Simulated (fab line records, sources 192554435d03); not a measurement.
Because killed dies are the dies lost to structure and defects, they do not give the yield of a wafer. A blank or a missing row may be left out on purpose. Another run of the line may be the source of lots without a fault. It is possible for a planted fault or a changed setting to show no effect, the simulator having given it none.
Matching of chambers :: flow n5_finfet :: 4 sister chambers for N5_MOL_CONTACT_COAG_ETCH_110 on rie_diel-02
The step etches Si in CF4/O2, target depth 2.5 nm, time 8 s. 14 wafers are shown with their chamber, then 7 later ones without.

== WAFERS WITH THEIR CHAMBER ==
wafer: L074.1
chamber: 3
showerhead_plenum_p_Torr (Torr): 2.25
drypump_motor_current_A (A): 5.2
throttle_valve_pct (%): 10.79

wafer: L074.2
chamber: 1
showerhead_plenum_p_Torr (Torr): 2.35
drypump_motor_current_A (A): 5.0
throttle_valve_pct (%): 10.58

wafer: L074.3
chamber: 2
showerhead_plenum_p_Torr (Torr): 2.35
drypump_motor_current_A (A): 6.4
throttle_valve_pct (%): 10.50

wafer: L075.1
chamber: 3
showerhead_plenum_p_Torr (Torr): 2.25
drypump_motor_current_A (A): 5.2
throttle_valve_pct (%): 10.79

wafer: L075.4
chamber: 2
showerhead_plenum_p_Torr (Torr): 2.35
drypump_motor_current_A (A): 6.3
throttle_valve_pct (%): 10.51

wafer: L075.6
chamber: 1
showerhead_plenum_p_Torr (Torr): 2.35
drypump_motor_current_A (A): 5.0
throttle_valve_pct (%): 10.61

wafer: L078.2
chamber: 0
showerhead_plenum_p_Torr (Torr): 2.22
drypump_motor_current_A (A): 4.9
throttle_valve_pct (%): 10.64

wafer: L078.4
chamber: 1
showerhead_plenum_p_Torr (Torr): 2.35
drypump_motor_current_A (A): 5.0
throttle_valve_pct (%): 10.60

wafer: L078.5
chamber: 2
showerhead_plenum_p_Torr (Torr): 2.35
drypump_motor_current_A (A): 6.4
throttle_valve_pct (%): 10.52

wafer: L080.2
chamber: 3
showerhead_plenum_p_Torr (Torr): 2.24
drypump_motor_current_A (A): 5.2
throttle_valve_pct (%): 10.83

wafer: L080.4
chamber: 2
showerhead_plenum_p_Torr (Torr): 2.35
drypump_motor_current_A (A): 6.3
throttle_valve_pct (%): 10.53

wafer: L080.5
chamber: 2
showerhead_plenum_p_Torr (Torr): 2.35
drypump_motor_current_A (A): 6.3
throttle_valve_pct (%): 10.54

wafer: L082.1
chamber: 1
showerhead_plenum_p_Torr (Torr): 2.35
drypump_motor_current_A (A): 5.0
throttle_valve_pct (%): 10.63

wafer: L082.4
chamber: 3
showerhead_plenum_p_Torr (Torr): 2.24
drypump_motor_current_A (A): 5.2
throttle_valve_pct (%): 10.85

SIGNATURES, as means of the wafers listed above
reading: showerhead_plenum_p_Torr
chamber 0: 2.2200
chamber 1: 2.3500
chamber 2: 2.3500
chamber 3: 2.2450
scatter within a chamber: 0.00316

reading: drypump_motor_current_A
chamber 0: 4.900
chamber 1: 5.000
chamber 2: 6.340
chamber 3: 5.200
scatter within a chamber: 0.0346

reading: throttle_valve_pct
chamber 0: 10.6400
chamber 1: 10.6050
chamber 2: 10.5200
chamber 3: 10.8150
scatter within a chamber: 0.0224
Rule: for a wafer and a chamber, the distance is found by dividing, reading by reading, the gap between the wafer's reading and the chamber's mean by the reading's scatter, squaring, summing and taking the root. The wafer belongs to the nearest chamber; if the next one is less than 2 further off, it can't be placed. The scatter: the root of (the sum of the squares of (reading less its chamber's mean) over the shown wafers, divided by (wafers less chambers)).

== WAFERS WHOSE CHAMBER IS MISSING ==
wafer: L082.6
showerhead_plenum_p_Torr (Torr): 2.22
drypump_motor_current_A (A): 4.9
throttle_valve_pct (%): 10.66

wafer: L084.1
showerhead_plenum_p_Torr (Torr): 2.34
drypump_motor_current_A (A): 5.0
throttle_valve_pct (%): 10.63

wafer: L084.4
showerhead_plenum_p_Torr (Torr): 2.35
drypump_motor_current_A (A): 6.3
throttle_valve_pct (%): 10.55

wafer: L084.6
showerhead_plenum_p_Torr (Torr): 2.22
drypump_motor_current_A (A): 4.9
throttle_valve_pct (%): 10.69

wafer: L095.1
showerhead_plenum_p_Torr (Torr): 2.23
drypump_motor_current_A (A): 5.2
throttle_valve_pct (%): 10.89

wafer: L095.4
showerhead_plenum_p_Torr (Torr): 2.21
drypump_motor_current_A (A): 4.9
throttle_valve_pct (%): 10.71

wafer: L095.6
showerhead_plenum_p_Torr (Torr): 2.34
drypump_motor_current_A (A): 5.0
throttle_valve_pct (%): 10.69

== WHICH CHAMBER EACH WENT THROUGH ==
wafer: L082.6
from the rows above: 0
in truth: 0

wafer: L084.1
from the rows above: 1
in truth: 1

wafer: L084.4
from the rows above: 2
in truth: 2

wafer: L084.6
from the rows above: 0
in truth: 0

wafer: L095.1
from the rows above: 3
in truth: 3

wafer: L095.4
from the rows above: 0
in truth: 0

wafer: L095.6
from the rows above: 1
in truth: 1
Placed correctly: 7 of 7. Can't be placed from these rows: 0. 0 placed wrongly.
